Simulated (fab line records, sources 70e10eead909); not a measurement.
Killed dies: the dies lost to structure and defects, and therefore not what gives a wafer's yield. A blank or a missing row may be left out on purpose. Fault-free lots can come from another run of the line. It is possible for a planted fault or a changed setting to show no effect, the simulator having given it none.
Which tool did it? | flow nandHarc | 69 wafers from 23 lots sampled at 6 of the route's 1159 steps

## WHAT EACH GAUGE READ, for each wafer
NHARC_A_CHANNEL_HOLE_D1_INSPECT_40. Usual: rawDefectCount 61, standard deviation 18.
lot  | measured     | on               | rawDefectCount | flag
L074 | day 8 08:28  | defectInspect-02 | 78 49 61       | 
L075 | day 9 01:09  | defectInspect-02 | 46 31 38       | 
L076 | day 9 00:07  | defectInspect-02 | 60 41 57       | 
L078 | day 9 12:28  | defectInspect-01 | 47 61 65       | 
L077 | day 9 12:22  | defectInspect-02 | 51 26 44       | 
L079 | day 9 19:44  | defectInspect-01 | 58 50 48       | 
L080 | day 10 08:50 | defectInspect-01 | 40 48 44       | 
L081 | day 10 13:46 | defectInspect-01 | 54 75 71       | 
L083 | day 11 03:55 | defectInspect-01 | 65 59 60       | 
L084 | day 11 02:30 | defectInspect-01 | 41 43 46       | 
L087 | day 11 19:17 | defectInspect-02 | 86 59 67       | 
L088 | day 11 18:47 | defectInspect-02 | 61 64 72       | 
L086 | day 11 22:58 | defectInspect-01 | 36 46 51       | 
L085 | day 12 02:28 | defectInspect-01 | 82 59 65       | 
L090 | day 12 11:58 | defectInspect-02 | 44 60 52       | 
L089 | day 12 12:45 | defectInspect-01 | 51 76 49       | 
L091 | day 12 18:47 | defectInspect-02 | 44 48 67       | 
L092 | day 12 19:17 | defectInspect-02 | 64 60 59       | 
L094 | day 13 01:20 | defectInspect-02 | 66 58 67       | 
L093 | day 13 00:28 | defectInspect-02 | 69 46 56       | 
L095 | day 13 18:31 | defectInspect-01 | 76 82 102      | 
L096 | day 13 19:46 | defectInspect-01 | 47 53 70       | 
L097 | day 14 12:02 | defectInspect-01 | 96 92 77       | 

## WHICH TOOL RAN EACH LOT (tool, then ch and the chambers of the sampled wafers, then the start)
lot  | NHARC_A_ZERO_WELL_DESCUM_12       | NHARC_A_CHANNEL_HOLE_D1_ETCH_20 | NHARC_A_CHANNEL_HOLE_D1_ETCH_21 | NHARC_A_CHANNEL_HOLE_D1_ETCH_26 | NHARC_A_CHANNEL_HOLE_D1_XSEM_31
L074 | rieDiel-05 ch 0,1,2, day 6 10:26  | harEtch-02 ch 0,1, day 8 02:53  | harEtch-02 ch 0,1, day 8 03:11  | harEtch-02 ch 0,1, day 8 06:31  | xsem-01 ch 0, day 8 08:22
L075 | rieDiel-11 ch 1,2,3, day 6 22:46  | harEtch-02 ch 0,1, day 8 19:35  | harEtch-02 ch 0,1, day 8 19:55  | harEtch-02 ch 0,1, day 8 23:13  | xsem-02 ch 0, day 9 01:03
L076 | rieDiel-05 ch 1,2, day 7 00:41    | harEtch-01 ch 0,1, day 8 18:33  | harEtch-01 ch 0,1, day 8 18:52  | harEtch-01 ch 0,1, day 8 22:12  | xsem-01 ch 0, day 9 00:02
L078 | rieDiel-05 ch 0,2,3, day 7 12:08  | harEtch-01 ch 0,1, day 9 06:53  | harEtch-01 ch 0,1, day 9 07:12  | harEtch-01 ch 0,1, day 9 10:33  | xsem-02 ch 0, day 9 12:23
L077 | rieDiel-05 ch 1,2,3, day 7 13:53  | harEtch-02 ch 0,1, day 9 06:44  | harEtch-02 ch 0,1, day 9 07:02  | harEtch-02 ch 0,1, day 9 10:25  | xsem-01 ch 0, day 9 12:16
L079 | rieDiel-11 ch 0,1,2, day 7 21:43  | harEtch-02 ch 0,1, day 9 14:07  | harEtch-02 ch 0,1, day 9 14:26  | harEtch-02 ch 0,1, day 9 17:47  | xsem-01 ch 0, day 9 19:38
L080 | rieDiel-05 ch 0,2,3, day 8 09:06  | harEtch-02 ch 0,1, day 10 02:59 | harEtch-02 ch 0,1, day 10 03:22 | harEtch-02 ch 0,1, day 10 06:39 | xsem-02 ch 0, day 10 08:44
L081 | rieDiel-11 ch 2,3, day 8 14:14    | harEtch-01 ch 0,1, day 10 08:11 | harEtch-01 ch 0,1, day 10 08:31 | harEtch-01 ch 0,1, day 10 11:50 | xsem-02 ch 0, day 10 13:38
L083 | rieDiel-05 ch 0,2,3, day 9 01:09  | harEtch-01 ch 0,1, day 10 22:19 | harEtch-01 ch 0,1, day 10 22:38 | harEtch-01 ch 0,1, day 11 01:59 | xsem-02 ch 0, day 11 03:49
L084 | rieDiel-05 ch 1,2,3, day 9 03:38  | harEtch-02 ch 0,1, day 10 20:58 | harEtch-02 ch 0,1, day 10 21:19 | harEtch-02 ch 0,1, day 11 00:35 | xsem-01 ch 0, day 11 02:24
L087 | rieDiel-10 ch 0,2,3, day 9 15:22  | harEtch-01 ch 0,1, day 11 13:20 | harEtch-01 ch 0,1, day 11 13:40 | harEtch-01 ch 0,1, day 11 17:01 | xsem-02 ch 0, day 11 19:11
L088 | rieDiel-10 ch 1,2,3, day 9 15:34  | harEtch-02 ch 0,1, day 11 13:10 | harEtch-02 ch 0,1, day 11 13:29 | harEtch-02 ch 0,1, day 11 16:51 | xsem-01 ch 0, day 11 18:41
L086 | rieDiel-10 ch 0,3, day 9 16:32    | harEtch-02 ch 0,1, day 11 17:27 | harEtch-02 ch 0,1, day 11 17:48 | harEtch-02 ch 0,1, day 11 21:05 | xsem-01 ch 0, day 11 22:52
L085 | rieDiel-05 ch 0,3, day 10 01:01   | harEtch-01 ch 0,1, day 11 20:58 | harEtch-01 ch 0,1, day 11 21:19 | harEtch-01 ch 0,1, day 12 00:36 | xsem-02 ch 0, day 12 02:23
L090 | rieDiel-11 ch 0,2,3, day 10 12:20 | harEtch-02 ch 0,1, day 12 06:29 | harEtch-02 ch 0,1, day 12 06:50 | harEtch-02 ch 0,1, day 12 10:06 | xsem-01 ch 0, day 12 11:53
L089 | rieDiel-10 ch 0,1,3, day 10 13:09 | harEtch-01 ch 0,1, day 12 07:07 | harEtch-01 ch 0,1, day 12 07:26 | harEtch-01 ch 0,1, day 12 10:48 | xsem-02 ch 0, day 12 12:39
L091 | rieDiel-10 ch 0,1, day 10 22:10   | harEtch-02 ch 0,1, day 12 13:14 | harEtch-02 ch 0,1, day 12 13:34 | harEtch-02 ch 0,1, day 12 16:53 | xsem-01 ch 0, day 12 18:41
L092 | rieDiel-05 ch 0,1,2, day 10 23:50 | harEtch-01 ch 0,1, day 12 13:44 | harEtch-01 ch 0,1, day 12 14:04 | harEtch-01 ch 0,1, day 12 17:23 | xsem-02 ch 0, day 12 19:11
L094 | rieDiel-10 ch 0,1,3, day 11 02:59 | harEtch-01 ch 0,1, day 12 19:49 | harEtch-01 ch 0,1, day 12 20:08 | harEtch-01 ch 0,1, day 12 23:27 | xsem-02 ch 0, day 13 01:15
L093 | rieDiel-05 ch 0,1,3, day 11 03:55 | harEtch-02 ch 0,1, day 12 18:56 | harEtch-02 ch 0,1, day 12 19:16 | harEtch-02 ch 0,1, day 12 22:35 | xsem-01 ch 0, day 13 00:22
L095 | rieDiel-05 ch 0,3, day 11 18:37   | harEtch-01 ch 0,1, day 13 13:03 | harEtch-01 ch 0,1, day 13 13:25 | harEtch-01 ch 0,1, day 13 16:40 | xsem-01 ch 0, day 13 18:26
L096 | rieDiel-05 ch 1,2,3, day 11 19:42 | harEtch-02 ch 0,1, day 13 14:11 | harEtch-02 ch 0,1, day 13 14:30 | harEtch-02 ch 0,1, day 13 17:51 | xsem-01 ch 0, day 13 19:41
L097 | rieDiel-05 ch 0,1,2, day 12 10:03 | harEtch-02 ch 0,1, day 14 06:24 | harEtch-02 ch 0,1, day 14 06:43 | harEtch-02 ch 0,1, day 14 10:06 | xsem-02 ch 0, day 14 11:57
- NHARC_A_ZERO_WELL_DESCUM_12: chemistry O2, time 3 s.
- NHARC_A_CHANNEL_HOLE_D1_ETCH_20: etches the open film in C4F8/O2/Ar, time 361.9 s, target depth 1600 nm.
- NHARC_A_CHANNEL_HOLE_D1_ETCH_21: etches the open film in C4F8/O2/Ar, time 514.3 s, target depth 1600 nm.
- NHARC_A_CHANNEL_HOLE_D1_ETCH_26: etches the open film in C4F8/O2/Ar, time 224.1 s, target depth 300 nm.
- NHARC_A_CHANNEL_HOLE_D1_XSEM_31

## AS READ BY THE TOOLS THEMSELVES (means over the sampled wafers that have a number; for cases with no such wafer, the mark the record gives instead)
NHARC_A_ZERO_WELL_DESCUM_12. Usual: chamberPressureMTorr 60.00 mTorr, standard deviation 0.056; drypumpMotorCurrentA 5.7 A, standard deviation 0.35; oesProductAu 1.002 a.u., standard deviation 0.0085; rfVppV 57.9 V, standard deviation 0.99; showerheadPlenumPTorr 1.94 Torr, standard deviation 0.094; throttleValvePct 11.310 %, standard deviation 0.0087.
lot  | tool       | chamberPressureMTorr (mTorr) | drypumpMotorCurrentA (A) | oesProductAu (a.u.) | rfVppV (V) | showerheadPlenumPTorr (Torr) | throttleValvePct (%) | flag
L074 | rieDiel-05 | 60.05                        | 5.7                      | 0.999               | 58.7       | 1.99                         | 11.301               | 
L075 | rieDiel-11 | 59.98                        | 6.0                      | 1.011               | 58.3       | 1.98                         | 11.304               | 
L076 | rieDiel-05 | 60.02                        | 5.6                      | 1.004               | 59.0       | 2.02                         | 11.311               | 
L078 | rieDiel-05 | 59.99                        | 5.6                      | 1.003               | 57.6       | 1.93                         | 11.306               | 
L077 | rieDiel-05 | 60.03                        | 5.5                      | 0.997               | 58.1       | 1.93                         | 11.305               | 
L079 | rieDiel-11 | 59.99                        | 5.6                      | 1.005               | 57.6       | 1.96                         | 11.305               | 
L080 | rieDiel-05 | 59.98                        | 5.6                      | 1.004               | 57.8       | 1.93                         | 11.316               | 
L081 | rieDiel-11 | 59.96                        | 6.0                      | 1.007               | 58.1       | 2.06                         | 11.315               | 
L083 | rieDiel-05 | 59.95                        | 5.6                      | 1.003               | 58.0       | 1.93                         | 11.310               | 
L084 | rieDiel-05 | 60.02                        | 5.5                      | 1.003               | 57.8       | 1.93                         | 11.315               | 
L087 | rieDiel-10 | 59.98                        | 5.7                      | 0.995               | 58.6       | 1.91                         | 11.316               | 
L088 | rieDiel-10 | 59.99                        | 5.7                      | 0.998               | 58.9       | 1.95                         | 11.306               | 
L086 | rieDiel-10 | 59.96                        | 5.7                      | 0.995               | 57.5       | 1.84                         | 11.312               | 
L085 | rieDiel-05 | 60.06                        | 5.6                      | 1.010               | 58.0       | 1.84                         | 11.320               | 
L090 | rieDiel-11 | 60.00                        | 5.9                      | 1.006               | 58.6       | 2.03                         | 11.311               | 
L089 | rieDiel-10 | 59.97                        | 5.6                      | 0.991               | 57.2       | 1.87                         | 11.304               | 
L091 | rieDiel-10 | 60.00                        | 5.3                      | 0.997               | 58.0       | 1.87                         | 11.305               | 
L092 | rieDiel-05 | 60.01                        | 5.8                      | 1.011               | 57.9       | 1.99                         | 11.311               | 
L094 | rieDiel-10 | 59.98                        | 5.6                      | 0.996               | 57.4       | 1.87                         | 11.310               | 
L093 | rieDiel-05 | 60.02                        | 5.7                      | 1.003               | 57.6       | 1.90                         | 11.310               | 
L095 | rieDiel-05 | 59.99                        | 5.8                      | 1.003               | 57.2       | 1.90                         | 11.315               | 
L096 | rieDiel-05 | 60.04                        | 5.5                      | 1.005               | 58.4       | 1.93                         | 11.302               | 
L097 | rieDiel-05 | 59.94                        | 5.7                      | 1.007               | 58.2       | 1.99                         | 11.313               | 

NHARC_A_CHANNEL_HOLE_D1_ETCH_20. Usual: chamberPressureMTorr 20.002 mTorr, standard deviation 0.018; drypumpMotorCurrentA 6.0 A, standard deviation 0.48; showerheadPlenumPTorr 3.81 Torr, standard deviation 0.073; throttleValvePct 32.156 %, standard deviation 0.0087.
lot  | tool       | chamberPressureMTorr (mTorr) | drypumpMotorCurrentA (A) | showerheadPlenumPTorr (Torr) | throttleValvePct (%) | flag
L074 | harEtch-02 | 20.014                       | 5.9                      | 3.88                         | 32.157               | 
L075 | harEtch-02 | 20.010                       | 5.9                      | 3.87                         | 32.151               | 
L076 | harEtch-01 | 19.996                       | 6.1                      | 3.74                         | 32.154               | 
L078 | harEtch-01 | 19.983                       | 5.7                      | 3.78                         | 32.156               | 
L077 | harEtch-02 | 20.012                       | 6.0                      | 3.87                         | 32.147               | 
L079 | harEtch-02 | 20.019                       | 5.9                      | 3.87                         | 32.155               | 
L080 | harEtch-02 | 20.013                       | 6.1                      | 3.86                         | 32.160               | 
L081 | harEtch-01 | 19.998                       | 6.1                      | 3.73                         | 32.151               | 
L083 | harEtch-01 | 19.997                       | 6.1                      | 3.73                         | 32.165               | 
L084 | harEtch-02 | 19.995                       | 6.0                      | 3.86                         | 32.154               | 
L087 | harEtch-01 | 20.000                       | 5.7                      | 3.76                         | 32.151               | 
L088 | harEtch-02 | 20.024                       | 6.0                      | 3.85                         | 32.159               | 
L086 | harEtch-02 | 19.992                       | 5.9                      | 3.85                         | 32.148               | 
L085 | harEtch-01 | 20.010                       | 6.2                      | 3.72                         | 32.157               | 
L090 | harEtch-02 | 20.005                       | 6.0                      | 3.85                         | 32.149               | 
L089 | harEtch-01 | 20.012                       | 5.7                      | 3.76                         | 32.150               | 
L091 | harEtch-02 | 20.000                       | 6.1                      | 3.85                         | 32.162               | 
L092 | harEtch-01 | 19.994                       | 6.2                      | 3.71                         | 32.154               | 
L094 | harEtch-01 | 19.991                       | 5.7                      | 3.75                         | 32.162               | 
L093 | harEtch-02 | 19.995                       | 6.1                      | 3.84                         | 32.153               | 
L095 | harEtch-01 | 19.996                       | 6.1                      | 3.71                         | 32.160               | 
L096 | harEtch-02 | 20.012                       | 5.9                      | 3.84                         | 32.155               | 
L097 | harEtch-02 | 20.013                       | 6.0                      | 3.84                         | 32.154               | 

NHARC_A_CHANNEL_HOLE_D1_ETCH_21. Usual: chamberPressureMTorr 20.000 mTorr, standard deviation 0.018; drypumpMotorCurrentA 6.0 A, standard deviation 0.48; showerheadPlenumPTorr 3.81 Torr, standard deviation 0.073; throttleValvePct 32.153 %, standard deviation 0.0087.
lot  | tool       | chamberPressureMTorr (mTorr) | drypumpMotorCurrentA (A) | showerheadPlenumPTorr (Torr) | throttleValvePct (%) | flag
L074 | harEtch-02 | 20.015                       | 5.9                      | 3.88                         | 32.156               | 
L075 | harEtch-02 | 20.001                       | 5.9                      | 3.87                         | 32.161               | 
L076 | harEtch-01 | 20.001                       | 6.2                      | 3.74                         | 32.144               | 
L078 | harEtch-01 | 19.996                       | 5.7                      | 3.78                         | 32.164               | 
L077 | harEtch-02 | 19.983                       | 6.0                      | 3.87                         | 32.157               | 
L079 | harEtch-02 | 20.003                       | 5.9                      | 3.87                         | 32.147               | 
L080 | harEtch-02 | 19.979                       | 6.0                      | 3.86                         | 32.150               | 
L081 | harEtch-01 | 20.000                       | 6.1                      | 3.73                         | 32.153               | 
L083 | harEtch-01 | 19.999                       | 6.2                      | 3.73                         | 32.149               | 
L084 | harEtch-02 | 19.997                       | 6.0                      | 3.86                         | 32.156               | 
L087 | harEtch-01 | 20.009                       | 5.7                      | 3.76                         | 32.159               | 
L088 | harEtch-02 | 20.014                       | 6.0                      | 3.85                         | 32.149               | 
L086 | harEtch-02 | 20.005                       | 5.9                      | 3.85                         | 32.157               | 
L085 | harEtch-01 | 19.990                       | 6.2                      | 3.72                         | 32.149               | 
L090 | harEtch-02 | 20.000                       | 6.0                      | 3.85                         | 32.161               | 
L089 | harEtch-01 | 19.995                       | 5.7                      | 3.76                         | 32.160               | 
L091 | harEtch-02 | 19.993                       | 6.0                      | 3.85                         | 32.145               | 
L092 | harEtch-01 | 20.001                       | 6.1                      | 3.71                         | 32.155               | 
L094 | harEtch-01 | 20.001                       | 5.7                      | 3.75                         | 32.148               | 
L093 | harEtch-02 | 19.980                       | 6.1                      | 3.84                         | 32.151               | 
L095 | harEtch-01 | 19.998                       | 6.1                      | 3.71                         | 32.148               | 
L096 | harEtch-02 | 19.997                       | 5.9                      | 3.84                         | 32.154               | 
L097 | harEtch-02 | 20.007                       | 6.0                      | 3.84                         | 32.156               | 

NHARC_A_CHANNEL_HOLE_D1_ETCH_26. Usual: chamberPressureMTorr 30.00 mTorr, standard deviation 0.031; drypumpMotorCurrentA 6.0 A, standard deviation 0.48; showerheadPlenumPTorr 3.86 Torr, standard deviation 0.077; throttleValvePct 24.584 %, standard deviation 0.0093.
lot  | tool       | chamberPressureMTorr (mTorr) | drypumpMotorCurrentA (A) | showerheadPlenumPTorr (Torr) | throttleValvePct (%) | flag
L074 | harEtch-02 | 30.00                        | 5.9                      | 3.93                         | 24.588               | 
L075 | harEtch-02 | 30.01                        | 5.9                      | 3.92                         | 24.586               | 
L076 | harEtch-01 | 29.98                        | 6.2                      | 3.78                         | 24.585               | 
L078 | harEtch-01 | 30.00                        | 5.7                      | 3.83                         | 24.585               | 
L077 | harEtch-02 | 30.03                        | 6.0                      | 3.92                         | 24.586               | 
L079 | harEtch-02 | 29.97                        | 5.9                      | 3.92                         | 24.584               | 
L080 | harEtch-02 | 29.99                        | 6.0                      | 3.92                         | 24.581               | 
L081 | harEtch-01 | 30.01                        | 6.2                      | 3.77                         | 24.585               | 
L083 | harEtch-01 | 30.00                        | 6.2                      | 3.77                         | 24.579               | 
L084 | harEtch-02 | 30.00                        | 6.0                      | 3.91                         | 24.584               | 
L087 | harEtch-01 | 30.00                        | 5.7                      | 3.81                         | 24.586               | 
L088 | harEtch-02 | 29.96                        | 6.1                      | 3.91                         | 24.585               | 
L086 | harEtch-02 | 29.99                        | 5.9                      | 3.90                         | 24.590               | 
L085 | harEtch-01 | 30.00                        | 6.2                      | 3.76                         | 24.574               | 
L090 | harEtch-02 | 29.99                        | 6.0                      | 3.90                         | 24.593               | 
L089 | harEtch-01 | 30.00                        | 5.7                      | 3.81                         | 24.584               | 
L091 | harEtch-02 | 29.98                        | 6.1                      | 3.90                         | 24.583               | 
L092 | harEtch-01 | 30.02                        | 6.1                      | 3.76                         | 24.596               | 
L094 | harEtch-01 | 29.95                        | 5.7                      | 3.80                         | 24.576               | 
L093 | harEtch-02 | 29.97                        | 6.1                      | 3.90                         | 24.578               | 
L095 | harEtch-01 | 30.03                        | 6.2                      | 3.75                         | 24.587               | 
L096 | harEtch-02 | 30.02                        | 5.9                      | 3.89                         | 24.587               | 
L097 | harEtch-02 | 30.01                        | 6.1                      | 3.89                         | 24.582               | 

NHARC_A_CHANNEL_HOLE_D1_XSEM_31. Usual: botCdNm 74.7 nm, standard deviation 1.2; bowNm 8.75 nm, standard deviation 0.3; tiltDeg 0.07 degrees, standard deviation 0.045.
lot  | tool    | botCdNm (nm) | bowNm (nm) | tiltDeg (degrees) | flag
L074 | xsem-01 | 73.4         | 8.71       | 0.09              | 
L075 | xsem-02 | 73.2         | 8.61       | 0.12              | 
L076 | xsem-01 | 74.9         | 8.31       | 0.13              | 
L078 | xsem-02 | 76.6         | 8.90       | 0.10              | 
L077 | xsem-01 | 73.9         | 9.10       | 0.06              | 
L079 | xsem-01 | 75.5         | 8.82       | 0.10              | 
L080 | xsem-02 | 75.7         | 8.95       | 0.03              | 
L081 | xsem-02 | 75.2         | 8.94       | 0.03              | 
L083 | xsem-02 | 76.0         | 9.08       | 0.07              | 
L084 | xsem-01 | 75.1         | 8.46       | 0.10              | 
L087 | xsem-02 | 74.2         | 8.75       | 0.14              | 
L088 | xsem-01 | 73.3         | 9.15       | 0.12              | 
L086 | xsem-01 | 76.8         | 8.22       | 0.06              | 
L085 | xsem-02 | 75.1         | 9.05       | 0.10              | 
L090 | xsem-01 | 75.1         | 8.91       | 0.02              | 
L089 | xsem-02 | 74.2         | 8.41       | 0.03              | 
L091 | xsem-01 | 75.5         | 8.45       | -0.03             | 
L092 | xsem-02 | 73.9         | 8.47       | 0.09              | 
L094 | xsem-02 | 73.8         | 8.27       | 0.11              | 
L093 | xsem-01 | 74.9         | 9.21       | 0.02              | 
L095 | xsem-01 | 76.0         | 9.13       | 0.05              | 
L096 | xsem-01 | 74.1         | 8.56       | 0.01              | 
L097 | xsem-02 | 74.1         | 8.90       | 0.14              | 

## THE ANSWER, worked out from the rows above alone
Rule: lot off if the mean of its wafers having a number is beyond 3 standard deviations from the usual mean. A lot without any number at a reading at which 4 lots or more have one is off too. All remaining lots with rows at the step are treated as sound. The gauges are gone through in route order, then the tools' own readings, and for those a lot's mean is taken as printed above. The first step at which some lot is off is used, and at that step the reading that is off furthest; a lot without a number counts as furthest.
None of the lots is off at any reading shown; this tells nothing.

## WHAT THE SIMULATOR HAD INSERTED
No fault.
